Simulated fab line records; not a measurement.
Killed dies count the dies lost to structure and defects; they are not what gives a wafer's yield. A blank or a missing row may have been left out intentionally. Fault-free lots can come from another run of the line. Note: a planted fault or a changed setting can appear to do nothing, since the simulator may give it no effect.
The tool behind it: which one? | flow nand harc | 24 lots with 72 wafers sampled at 6 steps, on a route of 1159 steps

WHAT THE GAUGES SHOWED, per wafer
NHARC_A_BLC_INSPECT_28. Usual: raw defect count reads 445 (standard deviation 130).
lot  | measured     | on                | raw defect count | flag
L075 | day 17 10:34 | defect inspect-02 | 381 332 545      |
L074 | day 17 13:55 | defect inspect-01 | 311 363 372      |
L077 | day 17 19:44 | defect inspect-01 | 760 723 431      |
L076 | day 17 21:58 | defect inspect-01 | 429 549 554      |
L079 | day 18 09:44 | defect inspect-01 | 296 453 409      |
L080 | day 18 15:26 | defect inspect-02 | 611 604 421      |
L081 | day 18 18:42 | defect inspect-01 | 700 624 419      |
L078 | day 18 23:42 | defect inspect-02 | 420 454 412      |
L083 | day 19 08:46 | defect inspect-02 | 449 335 405      |
L082 | day 19 20:13 | defect inspect-02 | 348 366 337      |
L084 | day 19 20:41 | defect inspect-02 | 470 339 405      |
L088 | day 20 10:49 | defect inspect-01 | 406 495 476      |
L086 | day 20 17:27 | defect inspect-02 | 272 410 287      |
L085 | day 20 18:07 | defect inspect-01 | 350 339 534      |
L087 | day 20 18:25 | defect inspect-01 | 288 320 326      |
L090 | day 20 23:27 | defect inspect-01 | 382 682 323      |
L089 | day 21 12:13 | defect inspect-02 | 427 375 385      |
L093 | day 22 00:31 | defect inspect-01 | 385 338 454      |
L092 | day 22 05:27 | defect inspect-01 | 394 385 335      |
L091 | day 22 05:58 | defect inspect-01 | 635 643 848      |
L094 | day 22 18:30 | defect inspect-01 | 410 344 360      |
L096 | day 23 02:53 | defect inspect-02 | 1015 714 456     |
L095 | day 23 12:44 | defect inspect-01 | 369 497 533      |
L097 | day 23 22:41 | defect inspect-01 | 299 396 436      |

NHARC_A_M1_THK_MEAS_24: measures by xrf. Usual: thk nm reads 154.5 nm (standard deviation 1.8).
lot  | measured     | on            | thk nm (nm)       | flag
L075 | day 17 18:23 | film metro-02 | 152.9 155.6 153.6 |
L074 | day 17 21:31 | film metro-02 | 154.3 156.2 157.2 |
L077 | day 18 03:33 | film metro-01 | 153.0 150.9 154.3 |
L076 | day 18 05:25 | film metro-02 | 155.2 154.2 153.3 |
L079 | day 18 18:15 | film metro-01 | 157.0 154.7 152.8 |
L080 | day 18 23:28 | film metro-01 | 155.5 155.5 156.4 |
L081 | day 19 02:17 | film metro-01 | 152.8 153.7 154.5 |
L078 | day 19 07:49 | film metro-01 | 154.5 157.9 153.4 |
L083 | day 19 16:22 | film metro-01 | 152.3 151.9 153.0 |
L082 | day 20 04:11 | film metro-02 | 157.1 156.9 154.0 |
L084 | day 20 05:05 | film metro-02 | 153.6 158.0 153.7 |
L088 | day 20 18:26 | film metro-02 | 154.3 152.7 152.5 |
L086 | day 21 01:54 | film metro-02 | 153.5 153.9 157.1 |
L085 | day 21 02:13 | film metro-02 | 155.8 156.6 154.5 |
L087 | day 21 02:48 | film metro-01 | 155.9 154.2 155.7 |
L090 | day 21 07:22 | film metro-01 | 153.5 154.9 155.7 |
L089 | day 21 19:53 | film metro-02 | 153.5 150.7 152.5 |
L093 | day 22 07:59 | film metro-01 | 150.9 156.0 157.0 |
L092 | day 22 13:19 | film metro-01 | 155.0 153.3 155.2 |
L091 | day 22 13:48 | film metro-01 | 149.5 151.4 153.4 |
L094 | day 23 02:31 | film metro-01 | 154.0 155.6 153.3 |
L096 | day 23 11:11 | film metro-01 | 153.2 153.8 158.2 |
L095 | day 23 20:37 | film metro-01 | 152.4 152.6 153.2 |
L097 | day 24 06:25 | film metro-02 | 155.0 154.0 153.6 |

NHARC_A_BONDPAD_INSPECT_23. Usual: raw defect count reads 441 (standard deviation 110).
lot  | measured     | on                | raw defect count | flag
L075 | day 17 23:19 | defect inspect-02 | 285 436 394      |
L074 | day 18 02:25 | defect inspect-01 | 370 433 617      |
L077 | day 18 08:30 | defect inspect-01 | 315 413 496      |
L076 | day 18 10:18 | defect inspect-02 | 436 277 436      |
L079 | day 18 23:23 | defect inspect-01 | 196 273 239      |
L080 | day 19 04:46 | defect inspect-02 | 532 277 397      |
L081 | day 19 07:09 | defect inspect-01 | 432 437 359      |
L078 | day 19 12:44 | defect inspect-02 | 629 659 488      |
L083 | day 19 21:20 | defect inspect-02 | 478 476 391      |
L082 | day 20 09:18 | defect inspect-01 | 294 423 458      |
L084 | day 20 09:57 | defect inspect-02 | 480 326 411      |
L088 | day 20 23:12 | defect inspect-02 | 360 450 508      |
L086 | day 21 06:38 | defect inspect-02 | 295 366 399      |
L085 | day 21 07:08 | defect inspect-01 | 442 469 405      |
L087 | day 21 07:42 | defect inspect-02 | 284 300 379      |
L090 | day 21 12:15 | defect inspect-01 | 534 825 599      |
L089 | day 22 00:49 | defect inspect-02 | 456 449 501      |
L093 | day 22 12:46 | defect inspect-02 | 360 392 384      |
L092 | day 22 18:24 | defect inspect-02 | 636 498 454      |
L091 | day 22 19:02 | defect inspect-02 | 554 575 407      |
L094 | day 23 07:34 | defect inspect-01 | 450 517 472      |
L096 | day 23 16:31 | defect inspect-01 | 344 374 373      |
L095 | day 24 01:20 | defect inspect-02 | 637 670 517      |
L097 | day 24 11:46 | defect inspect-01 | 502 689 518      |

WHICH TOOL RAN EACH LOT (tool, then ch and the chambers of the sampled wafers, then the start)
lot  | NHARC_A_CONTACT_ETCH_97                       | NHARC_A_CONTACT_STRIP_26                      | NHARC_A_BLC_DESCUM_15
L075 | rie diel-09 ch 0,2,3, day 16 21:13 or earlier | rie diel-09 ch 0,1,3, day 16 21:13 or earlier | rie diel-05 ch 0,2,3, day 16 21:13
L074 | rie diel-02 ch 0,3, day 16 22:22 or earlier   | rie diel-09 ch 0,1,2, day 16 22:22 or earlier | rie diel-05 ch 0,2,3, day 16 22:22
L077 | rie diel-02 ch 0,3, day 17 15:18 or earlier   | rie diel-02 ch 2,3, day 17 15:18 or earlier   | rie diel-12 ch 0,1,2, day 17 15:18
L076 | rie diel-10 ch 0,1,3, day 17 18:52 or earlier | rie diel-10 ch 0,1,2, day 17 18:52 or earlier | rie diel-05 ch 0,3, day 17 18:52
L079 | rie diel-10 ch 1,2, day 18 02:17 or earlier   | rie diel-10 ch 1,2,3, day 18 02:17 or earlier | rie diel-05 ch 0,1, day 18 02:17
L080 | rie diel-09 ch 0,1,3, day 17 21:09            | rie diel-10 ch 0,3, day 18 10:48 or earlier   | rie diel-12 ch 0,1, day 18 10:48
L081 | rie diel-10 ch 0,1,2, day 18 15:35 or earlier | rie diel-02 ch 0,1,2, day 18 15:35 or earlier | rie diel-05 ch 0,1,3, day 18 15:35
L078 | rie diel-10 ch 0,3, day 18 19:17 or earlier   | rie diel-09 ch 1,2, day 18 19:17 or earlier   | rie diel-05 ch 0,1,2, day 18 19:17
L083 | rie diel-10 ch 1,3, day 19 00:23 or earlier   | rie diel-02 ch 1,2, day 19 00:23 or earlier   | rie diel-05 ch 0,2, day 19 00:23
L082 | rie diel-10 ch 0,2,3, day 19 14:31 or earlier | rie diel-10 ch 1,2, day 19 14:31 or earlier   | rie diel-03 ch 0,2,3, day 19 14:31
L084 | rie diel-10 ch 0,3, day 19 15:22 or earlier   | rie diel-10 ch 1,2, day 19 15:22 or earlier   | rie diel-12 ch 0,1,2, day 19 15:22
L088 | rie diel-10 ch 1,2,3, day 20 03:25 or earlier | rie diel-10 ch 1,2, day 20 03:25 or earlier   | rie diel-12 ch 1,3, day 20 03:25
L086 | rie diel-10 ch 0,2,3, day 20 12:11 or earlier | rie diel-02 ch 0,1,3, day 20 12:11 or earlier | rie diel-05 ch 0,1,2, day 20 12:11
L085 | rie diel-10 ch 1,2,3, day 20 13:04 or earlier | rie diel-02 ch 2,3, day 20 13:04 or earlier   | rie diel-05 ch 0,3, day 20 13:04
L087 | rie diel-10 ch 0,2,3, day 20 13:41 or earlier | rie diel-02 ch 0,2,3, day 20 13:41 or earlier | rie diel-03 ch 0,2,3, day 20 13:41
L090 | rie diel-10 ch 1,3, day 20 11:01              | rie diel-09 ch 1,2,3, day 20 20:28 or earlier | rie diel-05 ch 1,2,3, day 20 20:28
L089 | rie diel-10 ch 0,1,3, day 20 12:04            | rie diel-02 ch 2,3, day 21 05:08 or earlier   | rie diel-12 ch 0,2,3, day 21 05:08
L093 | rie diel-10 ch 0,1, day 21 00:20              | rie diel-09 ch 0,1,3, day 21 21:31 or earlier | rie diel-05 ch 0,3, day 21 21:31
L092 | rie diel-02 ch 0,2,3, day 21 23:27 or earlier | rie diel-10 ch 0,1, day 21 23:27 or earlier   | rie diel-12 ch 2,3, day 21 23:27
L091 | rie diel-10 ch 0,1,2, day 21 23:38 or earlier | rie diel-10 ch 0,3, day 21 23:38 or earlier   | rie diel-03 ch 0,3, day 21 23:38
L094 | rie diel-10 ch 0,1,3, day 22 11:35 or earlier | rie diel-09 ch 0,2,3, day 22 11:35 or earlier | rie diel-12 ch 0,1,2, day 22 11:35
L096 | rie diel-09 ch 0,1, day 22 20:01 or earlier   | rie diel-02 ch 0,1,2, day 22 20:01 or earlier | rie diel-12 ch 2,3, day 22 20:01
L095 | rie diel-10 ch 2,3, day 22 23:48 or earlier   | rie diel-02 ch 0,2,3, day 22 23:48 or earlier | rie diel-05 ch 1,2, day 22 23:48
L097 | rie diel-10 ch 0,1,3, day 23 14:16 or earlier | rie diel-09 ch 0,1, day 23 14:16 or earlier   | rie diel-05 ch 0,2, day 23 14:16
- NHARC_A_CONTACT_ETCH_97: etches the open film in C4F6/O2, target depth 20 nm, time 10 s.
- NHARC_A_CONTACT_STRIP_26: strips in O2.
- NHARC_A_BLC_DESCUM_15: chemistry O2, time 3 s.

WHAT THE TOOLS THEMSELVES READ (means of the sampled wafers that have a number; where no wafer has one, the mark that the record gives instead)
NHARC_A_CONTACT_ETCH_97. Usual: drypump motor current A 5.8 A, standard deviation 0.43; oes product au 0.964 a.u., standard deviation 0.023; rf vpp V 548 V, standard deviation 3.9; showerhead plenum p Torr 3.96 Torr, standard deviation 0.19; throttle valve pct 26.902 %, standard deviation 0.0089.
lot  | tool        | drypump motor current A (A) | oes product au (a.u.) | rf vpp V (V) | showerhead plenum p Torr (Torr) | throttle valve pct (%) | flag
L075 | rie diel-09 | 5.8                         | 0.968                 | 548          | 3.94                            | 26.901                 |
L074 | rie diel-02 | 5.7                         | 1.005                 | 545          | 3.85                            | 26.904                 |
L077 | rie diel-02 | 5.7                         | 0.998                 | 544          | 3.78                            | 26.909                 |
L076 | rie diel-10 | 5.7                         | 0.955                 | 549          | 3.93                            | 26.902                 |
L079 | rie diel-10 | 6.4                         | 0.943                 | 549          | 3.97                            | 26.906                 |
L080 | rie diel-09 | 5.7                         | 0.969                 | 548          | 3.98                            | 26.901                 |
L081 | rie diel-10 | 6.1                         | 0.948                 | 548          | 3.98                            | 26.901                 |
L078 | rie diel-10 | 5.6                         | 1.001                 | 550          | 4.02                            | 26.896                 |
L083 | rie diel-10 | 5.6                         | 0.981                 | 546          | 3.86                            | 26.919                 |
L082 | rie diel-10 | 6.0                         | 0.933                 | 550          | 4.07                            | 26.906                 |
L084 | rie diel-10 | 5.6                         | 0.957                 | 550          | 4.08                            | 26.901                 |
L088 | rie diel-10 | 6.0                         | 0.939                 | 547          | 3.91                            | 26.897                 |
L086 | rie diel-10 | 5.9                         | 1.002                 | 551          | 4.07                            | 26.908                 |
L085 | rie diel-10 | 6.0                         | 0.946                 | 547          | 3.91                            | 26.903                 |
L087 | rie diel-10 | 6.0                         | 0.962                 | 550          | 4.07                            | 26.903                 |
L090 | rie diel-10 | 5.7                         | 0.956                 | 544          | 3.76                            | 26.904                 |
L089 | rie diel-10 | 5.6                         | 0.957                 | 547          | 3.92                            | 26.901                 |
L093 | rie diel-10 | 5.8                         | 0.954                 | 544          | 3.83                            | 26.899                 |
L092 | rie diel-02 | 5.8                         | 0.950                 | 547          | 3.91                            | 26.890                 |
L091 | rie diel-10 | 6.1                         | 0.998                 | 548          | 3.98                            | 26.902                 |
L094 | rie diel-10 | 5.6                         | 0.964                 | 546          | 3.92                            | 26.904                 |
L096 | rie diel-09 | 5.4                         | 0.944                 | 545          | 3.81                            | 26.901                 |
L095 | rie diel-10 | 6.4                         | 0.945                 | 549          | 4.05                            | 26.910                 |
L097 | rie diel-10 | 5.7                         | 0.946                 | 547          | 3.91                            | 26.909                 |

NHARC_A_CONTACT_STRIP_26. Usual: drypump motor current A 5.8 A, standard deviation 0.39; oes product au 0.997 a.u., standard deviation 0.011; rf vpp V 57.9 V, standard deviation 0.9; showerhead plenum p Torr 3.55 Torr, standard deviation 0.16; throttle valve pct 17.038 %, standard deviation 0.0089.
lot  | tool        | drypump motor current A (A) | oes product au (a.u.) | rf vpp V (V) | showerhead plenum p Torr (Torr) | throttle valve pct (%) | flag
L075 | rie diel-09 | 5.7                         | 1.000                 | 58.0         | 3.59                            | 17.035                 |
L074 | rie diel-09 | 5.5                         | 1.004                 | 57.5         | 3.52                            | 17.035                 |
L077 | rie diel-02 | 5.8                         | 0.992                 | 58.6         | 3.62                            | 17.034                 |
L076 | rie diel-10 | 6.1                         | 0.999                 | 58.0         | 3.58                            | 17.038                 |
L079 | rie diel-10 | 6.0                         | 0.998                 | 57.4         | 3.52                            | 17.038                 |
L080 | rie diel-10 | 5.6                         | 0.997                 | 57.9         | 3.61                            | 17.040                 |
L081 | rie diel-02 | 5.8                         | 0.986                 | 59.6         | 3.60                            | 17.036                 |
L078 | rie diel-09 | 5.5                         | 1.001                 | 58.5         | 3.58                            | 17.037                 |
L083 | rie diel-02 | 5.8                         | 0.985                 | 58.2         | 3.67                            | 17.047                 |
L082 | rie diel-10 | 6.4                         | 1.000                 | 57.1         | 3.57                            | 17.035                 |
L084 | rie diel-10 | 6.5                         | 0.996                 | 57.8         | 3.57                            | 17.041                 |
L088 | rie diel-10 | 6.1                         | 1.004                 | 57.4         | 3.43                            | 17.040                 |
L086 | rie diel-02 | 5.7                         | 0.994                 | 57.9         | 3.44                            | 17.036                 |
L085 | rie diel-02 | 5.8                         | 0.982                 | 57.3         | 3.60                            | 17.036                 |
L087 | rie diel-02 | 5.8                         | 0.987                 | 57.4         | 3.52                            | 17.035                 |
L090 | rie diel-09 | 5.7                         | 1.006                 | 57.5         | 3.64                            | 17.048                 |
L089 | rie diel-02 | 5.6                         | 0.981                 | 57.5         | 3.45                            | 17.029                 |
L093 | rie diel-09 | 5.6                         | 0.998                 | 58.7         | 3.56                            | 17.038                 |
L092 | rie diel-10 | 5.7                         | 1.004                 | 57.2         | 3.44                            | 17.035                 |
L091 | rie diel-10 | 5.6                         | 1.011                 | 58.5         | 3.67                            | 17.041                 |
L094 | rie diel-09 | 5.8                         | 1.010                 | 57.5         | 3.52                            | 17.032                 |
L096 | rie diel-02 | 5.8                         | 1.001                 | 58.3         | 3.58                            | 17.046                 |
L095 | rie diel-02 | 5.8                         | 0.998                 | 57.4         | 3.51                            | 17.044                 |
L097 | rie diel-09 | 5.3                         | 0.987                 | 57.2         | 3.53                            | 17.034                 |

NHARC_A_BLC_DESCUM_15. Usual: drypump motor current A 5.6 A, standard deviation 0.51; oes product au 1.001 a.u., standard deviation 0.0093; rf vpp V 57.9 V, standard deviation 0.99; showerhead plenum p Torr 1.92 Torr, standard deviation 0.095; throttle valve pct 11.309 %, standard deviation 0.0096.
lot  | tool        | drypump motor current A (A) | oes product au (a.u.) | rf vpp V (V) | showerhead plenum p Torr (Torr) | throttle valve pct (%) | flag
L075 | rie diel-05 | 5.4                         | 1.002                 | 57.5         | 1.94                            | 11.305                 |
L074 | rie diel-05 | 5.5                         | 1.000                 | 58.7         | 1.94                            | 11.306                 |
L077 | rie diel-12 | 5.3                         | 1.004                 | 57.0         | 1.87                            | 11.304                 |
L076 | rie diel-05 | 5.4                         | 1.002                 | 57.5         | 1.92                            | 11.305                 |
L079 | rie diel-05 | 5.5                         | 0.998                 | 58.2         | 1.99                            | 11.306                 |
L080 | rie diel-12 | 5.2                         | 0.993                 | 57.8         | 1.79                            | 11.305                 |
L081 | rie diel-05 | 5.7                         | 1.004                 | 57.8         | 1.93                            | 11.307                 |
L078 | rie diel-05 | 5.7                         | 0.989                 | 57.3         | 1.95                            | 11.313                 |
L083 | rie diel-05 | 5.2                         | 1.001                 | 57.6         | 2.00                            | 11.305                 |
L082 | rie diel-03 | 5.6                         | 1.001                 | 57.9         | 1.88                            | 11.307                 |
L084 | rie diel-12 | 5.2                         | 0.993                 | 57.2         | 1.87                            | 11.310                 |
L088 | rie diel-12 | 5.1                         | 1.004                 | 57.8         | 1.82                            | 11.309                 |
L086 | rie diel-05 | 5.7                         | 1.004                 | 59.5         | 1.95                            | 11.314                 |
L085 | rie diel-05 | 5.2                         | 1.006                 | 57.9         | 1.97                            | 11.304                 |
L087 | rie diel-03 | 5.6                         | 1.003                 | 57.3         | 1.88                            | 11.303                 |
L090 | rie diel-05 | 6.0                         | 1.010                 | 58.1         | 1.90                            | 11.304                 |
L089 | rie diel-12 | 5.5                         | 0.986                 | 58.2         | 1.92                            | 11.307                 |
L093 | rie diel-05 | 5.4                         | 1.000                 | 57.8         | 1.92                            | 11.302                 |
L092 | rie diel-12 | 5.6                         | 0.997                 | 57.8         | 1.96                            | 11.314                 |
L091 | rie diel-03 | 5.9                         | 1.006                 | 57.8         | 1.79                            | 11.323                 |
L094 | rie diel-12 | 5.2                         | 0.996                 | 57.2         | 1.87                            | 11.305                 |
L096 | rie diel-12 | 5.5                         | 1.000                 | 57.9         | 2.00                            | 11.314                 |
L095 | rie diel-05 | 6.3                         | 0.995                 | 57.4         | 1.91                            | 11.315                 |
L097 | rie diel-05 | 5.2                         | 1.006                 | 58.2         | 2.00                            | 11.318                 |

THE ANSWER, worked out from the rows above alone
Rule: a lot is off if the mean of its wafers that have a number lies more than 3 standard deviations from the usual mean. A lot without any number at a reading at which 4 lots or more have one is off too. Any other lot the step has rows for is counted as sound. Order of review: gauges by route order, followed by the tools' own readings, for which a lot's mean as printed above is used. At the first step where some lot is off, the reading lying furthest off is the one used; lots without a number count as furthest.
None of the lots is off at any reading shown; this tells nothing.

WHAT THE SIMULATOR PUT IN
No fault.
